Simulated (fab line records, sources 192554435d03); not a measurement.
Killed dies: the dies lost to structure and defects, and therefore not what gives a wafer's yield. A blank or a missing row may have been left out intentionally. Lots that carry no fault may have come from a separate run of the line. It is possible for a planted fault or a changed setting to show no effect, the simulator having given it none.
Chamber matching || flow n5Finfet || N5_BEOL_M8_STRIP_19 on rieDiel-04: 4 sister chambers
The step strips in O2. 4 wafers are shown with their chamber, then 10 later ones without.

## WAFERS WITH THEIR CHAMBER
{"wafer": "L084.3", "chamber": 3, "drypumpMotorCurrentA (A)": 5.6}
{"wafer": "L089.2", "chamber": 0, "drypumpMotorCurrentA (A)": 5.5}
{"wafer": "L090.1", "chamber": 2, "drypumpMotorCurrentA (A)": 5.8}
{"wafer": "L090.2", "chamber": 1, "drypumpMotorCurrentA (A)": 6.1}

## WAFERS WITH NO CHAMBER GIVEN
{"wafer": "L090.3", "drypumpMotorCurrentA (A)": 5.7}
{"wafer": "L095.2", "drypumpMotorCurrentA (A)": 6.1}
{"wafer": "L095.3", "drypumpMotorCurrentA (A)": 5.8}
{"wafer": "L095.5", "drypumpMotorCurrentA (A)": 5.8}
{"wafer": "L093.1", "drypumpMotorCurrentA (A)": 6.1}
{"wafer": "L093.3", "drypumpMotorCurrentA (A)": 5.5}
{"wafer": "L093.5", "drypumpMotorCurrentA (A)": 5.5}
{"wafer": "L094.1", "drypumpMotorCurrentA (A)": 5.7}
{"wafer": "L094.2", "drypumpMotorCurrentA (A)": 5.5}
{"wafer": "L094.5", "drypumpMotorCurrentA (A)": 6.1}

## WHICH CHAMBER EACH WENT THROUGH
{"wafer": "L090.3", "from the rows above": "can't be placed: 2 or 3", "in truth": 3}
{"wafer": "L095.2", "from the rows above": 1, "in truth": 1}
{"wafer": "L095.3", "from the rows above": 2, "in truth": 2}
{"wafer": "L095.5", "from the rows above": 2, "in truth": 2}
{"wafer": "L093.1", "from the rows above": 1, "in truth": 1}
{"wafer": "L093.3", "from the rows above": 0, "in truth": 0}
{"wafer": "L093.5", "from the rows above": 0, "in truth": 0}
{"wafer": "L094.1", "from the rows above": "can't be placed: 2 or 3", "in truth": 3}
{"wafer": "L094.2", "from the rows above": 0, "in truth": 0}
{"wafer": "L094.5", "from the rows above": 1, "in truth": 1}
8 of 10 placed correctly. Can't be placed from these rows: 2 (the true chamber is among the candidates in 2). Number placed wrongly: 0.
How it was worked out, from the rows above alone: a wafer's distance from a chamber is the root of the sum, over the readings, of the square of ((its reading less the chamber's mean) divided by the reading's scatter). If the next closest chamber is less than 2 further off than the closest, the wafer can't be placed; otherwise it belongs to the closest. The mean given for a chamber averages the wafers shown for that chamber. The scatter (one wafer shown for each chamber): square how far every hidden wafer sits from the nearest shown wafer, average those squares and take the square root.
